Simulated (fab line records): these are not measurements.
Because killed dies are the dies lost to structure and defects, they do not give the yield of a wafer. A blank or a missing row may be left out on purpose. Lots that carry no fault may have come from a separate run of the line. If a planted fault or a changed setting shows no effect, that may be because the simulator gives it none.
fab line records	flow nand-harc
record lots=7	wafers=18	last-day=34
route steps=1302 shown A_CONTACT@1073 END@1302
lots with no fault: from the same line, run without faults
start-h: the number of hours between the record's first day and the start of the first shown wafer of the lot	wait-h: hours elapsed since this lot's preceding step	" identical to the entry in the row above	L1.1+2: several wafers, shown together as one row	- value missing, or start not given	* or withheld: withheld	< > ~ a bound
route shown NAME@n: a module of which the file shows steps, and the number in the route of the first	usual: average and standard deviation across the fault-free wafers	same: alike in all rows	chamber/n: place in a boat	sites: the reading at each site	_std_site: the values' standard deviation	_edge_site: the outer-site mean with the inner-site mean subtracted	radius-mm: for every site, how far away it sits from the centre of the wafer	mask NAME#n: copy n	behind: tool/chamber where the wafer was last shaped	hold: why the lot went on hold/how many hours it stayed there/how the hold came to an end	device: names the non-switching transistor (n, p or np)	end of line: tests of these same wafers at the route's end	a step without rows: its recipe alone	killed: at the first sort, the dies lost to defects and structure; wafer yield is something else	map: shows each die of a wafer: x if killed, . if not, _ if none is there
set.NAME: the setting that was run; set.NAME@STEP: the one run at that earlier step	model.NAME: the simulator's own value behind a step, which no gauge read
lots seen at some steps along the route; tables by step, rows by wafer
services: from which hour (start-h, from the record's first day; less than 0 if before it) a tool's chamber was out of use, for how many hours, and why
## steps
# step NHARC_A_CONTACT_SOFTBAKE_03
# recipe temp-c=105	time-s=55
# step NHARC_A_CONTACT_EBR_04
# step NHARC_A_CONTACT_EXPOSE_05
# recipe na=1.35	sigma-outer=0.8	dose-mj=84.24	mask-id=A_CC
# step NHARC_A_CONTACT_PEB_06
# recipe peb-temp-c=100	peb-time-s=65
# step NHARC_A_CONTACT_DEVELOP_07
# recipe develop-time-s=35	dev-temp-c=23
# step NHARC_A_CONTACT_CD_MEAS_08
# recipe target-cd-nm=200	landing-energy-ev=500
# usual cd-nm=200.0/0.58
lot.wafer	tool	chamber	start-h	wait-h	cd-nm
L706.1	cd-sem-03	0	532.89	-	200.3
L706.2	"	0	"	"	199.6
L706.3	"	0	"	"	200.4
L708.1	cd-sem-03	0	535.19	-	199.9
L708.4	"	0	"	"	199.4
L708.5	"	0	"	"	199.8
L722.3	cd-sem-03	0	677.34	-	199.6
L722.6	"	0	"	"	200.0
L726.1	cd-sem-01	0	698.27	-	200.4
L726.2	"	0	"	"	200.3
L726.5	"	0	"	"	200.4
L724.4	cd-sem-01	0	701.80	-	199.6
L724.6	"	0	"	"	200.1
L723.2	cd-sem-01	0	705.21	-	198.9
L723.6	"	0	"	"	198.7
L729.2	cd-sem-03	0	746.81	-	200.0
L729.3	"	0	"	"	200.5
L729.5	"	0	"	"	200.9
# step NHARC_A_CONTACT_OVL_MEAS_09
# usual overlay-x-nm=0.0/0.69	overlay-y-nm=-0.1/0.88
lot.wafer	tool	chamber	start-h	wait-h	overlay-x-nm	overlay-y-nm
L706.1	overlay-02	-	532.97	-	-1.4	0.4
L706.2	"	-	"	"	-1.7	0.3
L706.3	"	-	"	"	-1.3	0.0
L708.1	overlay-02	-	535.28	-	-0.3	-1.0
L708.4	"	-	"	"	-0.7	-0.9
L708.5	"	-	"	"	-0.2	-1.0
L722.3	overlay-01	-	677.42	-	-0.5	1.1
L722.6	"	-	"	"	-0.4	0.4
L726.1	overlay-01	-	698.36	-	-1.1	0.8
L726.2	"	-	"	"	-1.4	0.9
L726.5	"	-	"	"	-0.5	0.6
L724.4	overlay-01	-	701.88	-	1.2	-0.1
L724.6	"	-	"	"	0.8	-0.6
L723.2	overlay-01	-	705.30	-	0.7	2.0
L723.6	"	-	"	"	0.5	2.2
L729.2	overlay-01	-	746.90	-	0.0	0.3
L729.3	"	-	"	"	0.1	0.3
L729.5	"	-	"	"	-0.3	0.2
# step NHARC_A_CONTACT_INSPECT_10
# usual raw-defect-count=92/37
lot.wafer	tool	chamber	start-h	wait-h	raw-defect-count
L706.1	defect-inspect-02	-	533.01	0.0	68
L706.2	"	-	"	"	71
L706.3	"	-	"	"	60
L708.1	defect-inspect-02	-	535.32	0.0	151
L708.4	"	-	"	"	158
L708.5	"	-	"	"	162
L722.3	defect-inspect-02	-	677.46	0.0	73
L722.6	"	-	"	"	73
L726.1	defect-inspect-01	-	698.40	0.0	76
L726.2	"	-	"	"	77
L726.5	"	-	"	"	76
L724.4	defect-inspect-02	-	701.92	0.0	128
L724.6	"	-	"	"	136
L723.2	defect-inspect-02	-	705.34	0.0	77
L723.6	"	-	"	"	85
L729.2	defect-inspect-01	-	746.94	0.0	119
L729.3	"	-	"	"	133
L729.5	"	-	"	"	136
# step NHARC_A_CONTACT_DESCUM_13
# recipe time-s=3	o2-flow-sccm=200	ar-flow-sccm=0	bias-power-w=0	chemistry=O2
# usual drypump-motor-current-A=5.9/0.44	o2-flow-sccm=200.0/0.57	oes-product-au=0.999/0.011	rf-vpp-V=57.8/0.95	showerhead-plenum-p-Torr=1.91/0.092	throttle-valve-pct=11.311/0.0095
lot.wafer	tool	chamber	start-h	wait-h	drypump-motor-current-A	o2-flow-sccm	oes-product-au	rf-hours-counter-h	rf-vpp-V	showerhead-plenum-p-Torr	throttle-valve-pct
L706.1	rie-diel-11	2	533.07	0.1	5.9	200.7	1.005	10	57.2	1.80	11.289
L706.2	"	0	"	"	5.2	199.5	0.992	10	58.4	1.95	11.310
L706.3	"	1	"	"	6.1	198.8	0.981	8	56.9	1.94	11.317
L708.4	rie-diel-11	2	535.38	0.1	5.9	199.9	1.002	11	57.0	1.80	11.299
L708.1	"	1	"	"	6.1	199.1	0.979	9	57.8	1.94	11.309
L708.5	"	2	"	"	5.9	199.9	0.998	-	56.7	1.80	11.314
L722.3	rie-diel-11	0	677.53	0.1	5.2	200.3	1.000	7	57.4	1.94	11.315
L722.6	"	3	"	"	6.6	200.4	0.996	-	57.2	2.01	11.316
L726.1	rie-diel-06	2	698.47	0.1	6.2	199.8	0.982	10	56.8	1.82	11.303
L726.2	"	0	"	"	5.2	200.5	0.995	8	58.8	1.89	11.312
L726.5	"	1	"	"	6.0	199.8	1.022	-	57.6	1.95	11.296
L724.4	rie-diel-11	2	701.98	0.1	5.9	199.8	0.997	11	57.7	1.79	11.305
L724.6	"	3	"	"	6.6	199.7	0.994	-	58.9	2.01	11.313
L723.2	rie-diel-11	3	705.41	0.1	6.6	200.1	0.988	12	58.8	2.01	11.313
L723.6	"	2	"	"	5.9	198.6	0.999	-	56.1	1.79	11.317
L729.2	rie-diel-04	1	747.00	0.1	6.0	199.9	1.017	9	57.3	1.80	11.321
L729.3	"	0	"	"	5.6	199.7	1.007	10	57.9	2.07	11.297
L729.5	"	2	"	"	6.1	200.1	1.014	-	57.8	1.78	11.298
# step NHARC_A_CONTACT_ETCH_88
# recipe target-depth-a=390	over-etch-frac=0.3	time-s=65	ion-energy-ev=80	cf4-flow-sccm=150	ar-flow-sccm=0	rf-w=300	bias-w=100	chemistry=CF4
# usual drypump-motor-current-A=5.9/0.47	oes-product-au=0.998/0.01	rf-vpp-V=151.4/1.3	showerhead-plenum-p-Torr=1.78/0.076	throttle-valve-pct=13.284/0.0087
# same over-etch-frac=0.3
lot.wafer	tool	chamber	start-h	wait-h	drypump-motor-current-A	oes-product-au	rf-hours-counter-h	rf-vpp-V	showerhead-plenum-p-Torr	throttle-valve-pct
L706.3	rie-diel-11	0	533.30	0.2	5.2	1.000	10	151.2	1.80	13.285
L706.1	"	2	"	"	5.9	1.009	10	150.8	1.67	13.286
L706.2	"	3	"	"	6.6	1.011	10	151.9	1.86	13.288
L708.1	rie-diel-11	0	535.47	0.1	5.1	0.998	12	151.4	1.80	13.275
L708.4	"	1	"	"	6.1	0.990	9	151.9	1.79	13.282
L708.5	"	0	"	"	5.2	1.001	-	151.0	1.80	13.293
L722.3	rie-diel-11	0	677.62	0.1	5.2	0.998	7	151.2	1.79	13.287
L722.6	"	2	"	"	5.9	1.015	-	149.6	1.67	13.280
L726.2	rie-diel-06	1	698.56	0.1	6.0	1.025	8	152.6	1.80	13.278
L726.1	"	2	"	"	6.2	0.981	10	150.2	1.68	13.279
L726.5	"	3	"	"	5.8	0.999	-	150.8	1.88	13.286
L724.4	rie-diel-11	2	702.07	0.1	5.9	1.002	11	150.9	1.67	13.271
L724.6	"	0	"	"	5.1	0.996	-	150.9	1.79	13.271
L723.2	rie-diel-11	3	705.50	0.1	6.6	0.987	12	151.8	1.85	13.279
L723.6	"	1	"	"	6.1	1.004	-	152.0	1.78	13.292
L729.2	rie-diel-04	0	747.09	0.1	5.6	0.993	10	154.3	1.91	13.288
L729.3	"	1	"	"	5.9	1.010	9	150.9	1.67	13.294
L729.5	"	3	"	"	6.1	0.995	-	153.3	1.89	13.299
# step NHARC_A_CONTACT_ETCH_89
# recipe target-depth-a=2600	over-etch-frac=0.3	time-s=475.3	ion-energy-ev=200	n2-flow-sccm=150	h2-flow-sccm=150	ar-flow-sccm=0	rf-w=400	bias-w=150	chemistry=N2/H2
# usual drypump-motor-current-A=5.9/0.46	h2-flow-sccm=150.0/0.45	oes-product-au=0.998/0.01	rf-vpp-V=430.8/2.8	showerhead-plenum-p-Torr=2.05/0.098	throttle-valve-pct=14.171/0.0093
# same over-etch-frac=0.3
lot.wafer	tool	chamber	start-h	wait-h	drypump-motor-current-A	h2-flow-sccm	oes-product-au	rf-hours-counter-h	rf-vpp-V	showerhead-plenum-p-Torr	throttle-valve-pct
L706.2	rie-diel-11	3	-	-	6.6	148.9	0.997	10	434.1	2.16	14.173
L706.3	"	0	"	"	5.2	149.6	0.992	10	431.2	2.07	14.165
L706.1	"	2	"	"	5.9	149.5	1.002	10	427.2	1.92	14.178
L708.1	rie-diel-11	0	-	-	5.1	149.3	0.993	12	431.2	2.07	14.178
L708.4	"	2	"	"	5.9	149.7	1.008	11	427.3	1.92	14.182
L708.5	"	1	"	"	6.1	149.8	0.985	-	430.9	2.07	14.168
L722.3	rie-diel-11	2	-	-	5.9	150.1	1.012	6	426.2	1.91	14.179
L722.6	"	0	"	"	5.1	149.9	1.007	-	431.8	2.07	14.153
L726.2	rie-diel-06	1	-	-	6.0	150.4	1.012	8	431.8	2.08	14.165
L726.1	"	3	"	"	5.8	149.9	0.994	10	435.3	2.18	14.167
L726.5	"	1	"	"	6.0	150.5	1.024	-	431.4	2.08	14.165
L724.4	rie-diel-11	1	-	-	6.1	150.3	0.986	13	430.6	2.06	14.167
L724.6	"	3	"	"	6.6	149.6	0.991	-	433.5	2.15	14.175
L723.2	rie-diel-11	2	-	-	5.9	150.1	1.005	12	426.4	1.91	14.168
L723.6	"	0	"	"	5.2	150.5	1.002	-	431.7	2.06	14.162
L729.2	rie-diel-04	0	-	-	5.7	150.3	1.006	11	434.6	2.21	14.184
L729.3	"	1	"	"	6.0	150.7	1.022	9	426.9	1.91	14.166
L729.5	"	0	"	"	5.6	149.6	1.012	-	434.1	2.21	14.183
# step NHARC_A_CONTACT_ETCH_30
# recipe target-depth-a=726	time-s=36.3	cf4-flow-sccm=100	chf3-flow-sccm=30	ar-flow-sccm=0	rf-w=500	bias-w=200	chemistry=CF4/CHF3
# usual drypump-motor-current-A=5.9/0.43	oes-product-au=0.925/0.013	rf-vpp-V=370.5/2.5	showerhead-plenum-p-Torr=1.57/0.071	throttle-valve-pct=16.801/0.0094
lot.wafer	tool	chamber	start-h	wait-h	drypump-motor-current-A	oes-product-au	rf-hours-counter-h	rf-vpp-V	showerhead-plenum-p-Torr	throttle-valve-pct
L706.1	rie-diel-11	1	-	-	6.1	0.907	8	371.1	1.59	16.822
L706.3	"	2	"	"	5.9	0.924	10	368.1	1.49	16.798
L706.2	"	3	"	"	6.6	0.925	10	374.0	1.66	16.793
L708.1	rie-diel-11	1	-	-	6.1	0.920	10	370.9	1.59	16.798
L708.4	"	2	"	"	5.9	0.933	11	367.7	1.49	16.797
L708.5	"	2	"	"	5.9	0.938	-	369.5	1.49	16.800
L722.3	rie-diel-11	0	-	-	5.1	0.928	7	371.7	1.59	16.790
L722.6	"	0	"	"	5.2	0.923	-	371.9	1.59	16.785
L726.1	rie-diel-06	0	-	-	5.1	0.925	8	369.9	1.56	16.797
L726.2	"	1	"	"	6.0	0.934	8	371.7	1.60	16.805
L726.5	"	1	"	"	6.0	0.932	-	371.9	1.60	16.811
L724.4	rie-diel-11	3	-	-	6.6	0.908	11	374.3	1.65	16.798
L724.6	"	1	"	"	6.0	0.922	-	369.6	1.59	16.788
L723.2	rie-diel-11	3	-	-	6.6	0.911	12	372.1	1.65	16.801
L723.6	"	1	"	"	6.1	0.904	-	371.1	1.59	16.796
L729.2	rie-diel-04	0	-	-	5.6	0.933	11	374.8	1.70	16.780
L729.3	"	2	"	"	6.1	0.927	10	365.8	1.47	16.800
L729.5	"	0	"	"	5.7	0.922	-	374.0	1.70	16.815
# step NHARC_A_CONTACT_ETCH_31
# recipe target-depth-a=28000	over-etch-frac=0.3	time-s=728	ion-energy-ev=150	o2-flow-sccm=400	cos-flow-sccm=20	ar-flow-sccm=0	rf-w=500	bias-w=300	chemistry=O2/COS
# usual drypump-motor-current-A=5.9/0.45	o2-flow-sccm=399.9/1.3	oes-product-au=0.998/0.011	rf-vpp-V=314.2/2.1	showerhead-plenum-p-Torr=3.13/0.14	throttle-valve-pct=28.331/0.009
# same over-etch-frac=0.3
lot.wafer	tool	chamber	start-h	wait-h	drypump-motor-current-A	o2-flow-sccm	oes-product-au	rf-hours-counter-h	rf-vpp-V	showerhead-plenum-p-Torr	throttle-valve-pct
L706.1	rie-diel-11	0	534.09	-	5.2	399.3	0.999	11	313.5	3.17	28.328
L706.3	"	2	"	"	5.9	398.9	1.006	11	312.8	2.95	28.349
L706.2	"	3	"	"	6.6	399.1	0.997	11	316.4	3.29	28.326
L708.1	rie-diel-11	2	536.08	-	5.9	397.6	1.017	11	310.3	2.95	28.323
L708.4	"	3	"	"	6.6	397.4	1.008	11	316.4	3.29	28.327
L708.5	"	0	"	"	5.2	399.7	0.996	-	315.2	3.17	28.328
L722.3	rie-diel-11	3	678.22	-	6.6	400.8	0.985	6	315.9	3.28	28.332
L722.6	"	2	"	"	5.9	400.4	0.873	-	311.1	2.94	28.341
L726.2	rie-diel-06	1	699.05	-	6.0	401.6	1.011	9	312.3	3.18	28.325
L726.1	"	3	"	"	5.8	398.9	1.002	10	316.7	3.32	28.334
L726.5	"	2	"	"	6.2	400.3	0.988	-	311.9	2.97	28.332
L724.4	rie-diel-11	2	702.74	-	5.9	401.4	1.004	12	312.3	2.94	28.339
L724.6	"	1	"	"	6.1	400.8	0.857	-	313.9	3.15	28.335
L723.2	rie-diel-11	1	706.05	-	6.1	399.9	0.864	14	315.7	3.15	28.345
L723.6	"	1	"	"	6.1	399.9	0.857	-	313.5	3.15	28.340
L729.2	rie-diel-04	3	747.59	-	6.1	400.2	1.001	11	318.4	3.35	28.339
L729.3	"	0	"	"	5.6	397.9	1.006	11	316.2	3.37	28.331
L729.5	"	0	"	"	5.6	401.2	1.002	-	317.9	3.37	28.328
# step NHARC_A_CONTACT_ETCH_134
# recipe source-w=withheld	pressure-mtorr=20	bias-v=withheld	time-s=140	target-depth-a=7000	ar-flow-sccm=withheld	c4f8-flow-sccm=withheld	o2-flow-sccm=withheld	chemistry=C4F8/O2/Ar
lot.wafer	tool	chamber	start-h	wait-h	rf-hours-counter-h
L706.1	har-cap-etch-01	1	534.62	-	6
L706.2	"	0	"	"	6
L706.3	"	1	"	"	-
L708.1	har-cap-etch-02	0	536.50	-	90
L708.4	"	1	"	"	-
L708.5	"	1	"	"	-
L722.3	har-cap-etch-03	0	678.71	-	-
L722.6	"	1	"	"	-
L726.1	har-cap-etch-02	0	699.59	-	117
L726.2	"	1	"	"	117
L726.5	"	0	"	"	-
L724.4	har-cap-etch-03	1	703.32	-	-
L724.6	"	1	"	"	-
L723.2	har-cap-etch-01	0	706.55	-	37
L723.6	"	0	"	"	-
L729.2	har-cap-etch-02	1	748.13	-	124
L729.3	"	0	"	"	-
L729.5	"	1	"	"	-
# step NHARC_END_SORT_01
# recipe temp-c=25
# usual killed-at-array=58/20	killed-at-other=0.8/1	killed-at-periphery=4.6/2.8	killed-dies=63/19	killed-open=3.4/2	killed-short=2.4/1.8
# same gross-dies=677
lot.wafer	tool	chamber	start-h	wait-h	killed-at-array	killed-at-other	killed-at-periphery	killed-dies	killed-open	killed-short
L706.1	prober-01	0	580.25	2.5	51	0	3	54	1	6
L706.2	prober-01	0	581.06	2.8	48	2	4	54	2	5
L706.3	prober-01	0	581.86	3.1	34	1	3	38	2	2
L722.6	prober-01	0	730.59	4.0	165	1	2	168	4	2
L723.2	prober-01	0	762.27	2.8	162	0	4	166	3	2
L723.6	prober-01	0	765.47	4.0	142	0	4	146	4	3
L724.6	prober-01	0	773.28	4.0	219	1	1	221	4	4
# killed by level:class
L706.1 A_CHANNEL_HOLE_D1:chamber-film-flake=30 A_CHANNEL_HOLE_D2:chamber-film-flake=6 A_STAIRCASE:chamber-film-flake=3 A_CONTACT:chamber-film-flake=3 A_ONON_D1:geometric-particle:short=2 P_STI:chamber-film-flake=2 P_GATE:geometric-particle:short=1 A_SOURCE_PLATE:geometric-particle:short=1
L706.2 A_CHANNEL_HOLE_D1:chamber-film-flake=26 A_CHANNEL_HOLE_D2:chamber-film-flake=7 A_CHANNEL_FILL_D1:geometric-particle:short=3 P_GATE:chamber-film-flake=3 A_STAIRCASE:chamber-film-flake=2 A_SGD_CUT:chamber-film-flake=2 A_CONTACT:chamber-film-flake=2 THIN_TSV:chamber-film-flake=2
L706.3 A_CHANNEL_HOLE_D1:chamber-film-flake=17 A_SGD_CUT:chamber-film-flake=4 P_GATE:chamber-film-flake=3 A_CONTACT:chamber-film-flake=2 A_CHANNEL_HOLE_D2:chamber-film-flake=2 A_SLIT:chamber-film-flake=2 A_WL_FILL:chamber-film-flake=2 A_ONON_D1:geometric-particle:short=1
L722.6 A_CONTACT:area-etch=121 A_SLIT:chamber-film-flake=19 A_CONTACT:chamber-film-flake=8 A_CHANNEL_HOLE_D1:chamber-film-flake=4 A_BLC:chamber-film-flake=3 A_ONON_D2:geometric-particle:open=2 A_ONON_D1:geometric-particle:short=1 A_ONON_D2:geometric-particle:short=1
L723.2 A_CONTACT:area-etch=102 A_SLIT:chamber-film-flake=36 A_CHANNEL_HOLE_D1:chamber-film-flake=10 A_CONTACT:chamber-film-flake=7 A_WL_FILL:chamber-film-flake=2 P_GATE:geometric-particle:open=1 A_ONON_D1:geometric-particle:open=1 A_ONON_D1:geometric-particle:short=1
L723.6 A_CONTACT:area-etch=89 A_SLIT:chamber-film-flake=26 A_CHANNEL_HOLE_D1:chamber-film-flake=13 A_STAIRCASE:chamber-film-flake=5 P_M0:chamber-film-flake=2 A_WL_FILL:chamber-film-flake=2 P_M0:geometric-particle:short=1 A_ONON_D1:geometric-particle:short=1
L724.6 A_CONTACT:area-etch=126 A_CHANNEL_HOLE_D1:chamber-film-flake=35 A_SLIT:chamber-film-flake=35 A_CONTACT:chamber-film-flake=5 A_WL_FILL:chamber-film-flake=4 A_CHANNEL_HOLE_D2:chamber-film-flake=3 A_DECK1_JOINT:geometric-particle:open=2 A_STAIRCASE:chamber-film-flake=2
# map L722.6 (x killed, . not)
____________x____________
_________xxx..xx_________
_______xxxxxx.xxxx_______
______xx.x..x...xxx______
_____xxx...xx..x.xxx_____
____x..x........xx.xx____
____xxx...x...x...xxx____
___xx..x........xx..xx___
___xx.............x.xx___
__..x.......x.......x.x__
__x........x........xxx__
_x.x................x.xx_
_xx.................x.xx_
_xx..x..............x.xx_
_xx...................xx_
_xxx...................x_
xxx.....................x
xx.x..................xxx
xxxx.x................xxx
xx..x............x...x.xx
xxx..x...............x.xx
_..xx..........xx.x....x_
_x..x.................x._
_..............x.......x_
_.x................x...x_
_xx...........xx.......x_
__...........x......x.x__
__..........x.......xxx__
___..x.......x........___
___.............x....x___
____.x..............x____
____............x...x____
_____x...x...x.....x_____
______.........x.x.______
_______...x......x_______
_________.x..xx._________
____________.____________
# map L723.2 (x killed, . not)
____________.____________
_________...x..._________
_______....x.x.x.._______
______.x..x........______
_____x....x.......x._____
____....x....x.......____
____........x..x..x..____
___.......xxx.......x.___
___.x...x..xx......x.x___
__........xxxx.x.......__
__.....x.xx....x...x...__
_x...xxx.xxxxxxx.xxx.xx._
_......x..xxxxx.x......._
_x...x..xxxxx.....x...xx_
_x......xx....xx.....x.._
_..x.xxx..xxxxx.x....x.._
x.xxx.xx.xx.x..x..x..x.x.
x.x.x...xx.xxx.x...x.....
......x...xx..x...x......
...x..x...xxx.xx.........
x..x..x.xx...xxx.......x.
_.xx.x....xxx.xxx.x....._
_.........x.xxxx........_
_.x........xxxxxx......._
_....x..xx.xx.xx........_
_....x..x..xx..xx......._
__............x........__
__........x............__
___...................___
___...................___
____.................____
____........x........____
_____..............._____
______.............______
_______..........._______
_________......._________
____________.____________
## services
tool	chamber	start-h	hours	kind
rie-diel-11	1	522.40	4.4	repair
rie-diel-06	0	524.67	9.9	repair
rie-diel-11	0	527.03	-	clean
rie-diel-11	1	527.03	-	clean
rie-diel-11	2	527.03	-	clean
rie-diel-11	3	527.03	-	clean
rie-diel-04	-	532.18	9.0	pm
rie-diel-06	1	551.05	2.3	repair
rie-diel-11	0	551.55	-	clean
rie-diel-11	1	551.55	-	clean
rie-diel-11	1	553.53	7.1	repair
rie-diel-06	0	565.19	10.4	repair
rie-diel-06	2	589.06	6.9	repair
rie-diel-06	1	611.16	8.6	repair
har-cap-etch-01	-	613.18	0.6	repair
har-cap-etch-02	-	614.61	1.6	repair
rie-diel-04	2	633.68	5.4	repair
rie-diel-11	-	646.03	9.0	pm
rie-diel-04	3	648.56	46.2	repair
rie-diel-06	-	662.38	9.0	pm
rie-diel-06	0	707.48	1.6	repair
rie-diel-04	-	709.18	9.0	pm
har-cap-etch-01	-	722.72	5.7	repair
rie-diel-06	1	733.90	13.4	repair
## key
first-sign step=NHARC_A_CONTACT_ETCH_31	reading=oes-product-au	direction=down	sigmas=13	usual=0.998	struck=0.863
effect step=NHARC_END_SORT_01	reading=killed-dies	direction=up	sigmas=5.8	usual=63	struck=175
more-kills-born-at NHARC_A_CONTACT_ETCH_31@rie-diel-11=438
met-at NHARC_A_CONTACT_ETCH_31
struck-wafers L722.6,L723.2,L723.6,L724.6
tester-left-out L722,L723,L724
onset-between 536.08 678.22
fault kind=process-parameter-drift	tool=rie-diel-11	chamber=-	onset-h=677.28	steps=NHARC_A_CONTACT_ETCH_31	channel=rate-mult	offset=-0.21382	shape=step	end-h=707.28	scope=struck-wafers-only
# tester-left-out: of these lots the tester's yield and bins aren't shown, on N5 and GAA mostly nor the transistor test; their killed dies are dies lost to structure and defects alone, not to doping, threshold or leakage, so they don't give the yield
